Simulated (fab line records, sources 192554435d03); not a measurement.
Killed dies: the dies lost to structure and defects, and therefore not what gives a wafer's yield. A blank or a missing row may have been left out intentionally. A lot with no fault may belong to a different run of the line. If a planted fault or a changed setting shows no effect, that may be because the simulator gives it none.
Chamber matching    flow n5 finfet    N5_BEOL_M14_ETCH_68 on rie diel-05: 4 sister chambers
The step etches SOC in N2/H2, time 450 s. 8 wafers are shown with their chamber, then 11 later ones without.

EACH WAFER AND ITS CHAMBER
wafer   chamber  drypump motor current A (A)  throttle valve pct (%)
L078.4  2        6.6                          18.0
L081.5  0        6.0                          17.7
L082.5  0        6.0                          17.7
L083.2  2        6.6                          18.1
L083.6  3        4.9                          17.3
L086.1  3        4.9                          17.2
L086.5  1        6.4                          17.5
L090.2  1        6.3                          17.5

WAFERS MISSING THEIR CHAMBER
wafer   drypump motor current A (A)  throttle valve pct (%)
L090.3  6.0                          17.8
L090.5  6.4                          17.5
L088.1  6.4                          17.5
L088.3  4.9                          17.3
L088.4  6.0                          17.8
L093.3  6.4                          17.5
L093.4  6.0                          17.8
L093.6  6.3                          17.5
L095.2  4.9                          17.3
L095.3  6.0                          17.8
L095.4  6.6                          17.6

CHAMBER TAKEN BY EACH
wafer   from the rows above      in truth
L090.3  0                        0
L090.5  1                        1
L088.1  1                        1
L088.3  3                        3
L088.4  0                        0
L093.3  1                        1
L093.4  0                        0
L093.6  1                        1
L095.2  3                        3
L095.3  0                        0
L095.4  can't be placed: 1 or 2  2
Placed correctly: 10 of 11. These rows do not allow placing 1 (true chamber among the candidates in 1). Wrongly placed: 0.
How it was worked out, from the rows above alone: a wafer's distance from a chamber is the root of the sum, over the readings, of the square of ((its reading less the chamber's mean) divided by the reading's scatter). The wafer belongs to the nearest chamber; if the next one is less than 2 further off, it can't be placed. For every chamber, the mean is computed from those of its wafers that are shown. The scatter is the square root of a quotient: the sum, over the shown wafers, of each reading's squared deviation from its chamber's mean, divided by wafers minus chambers.
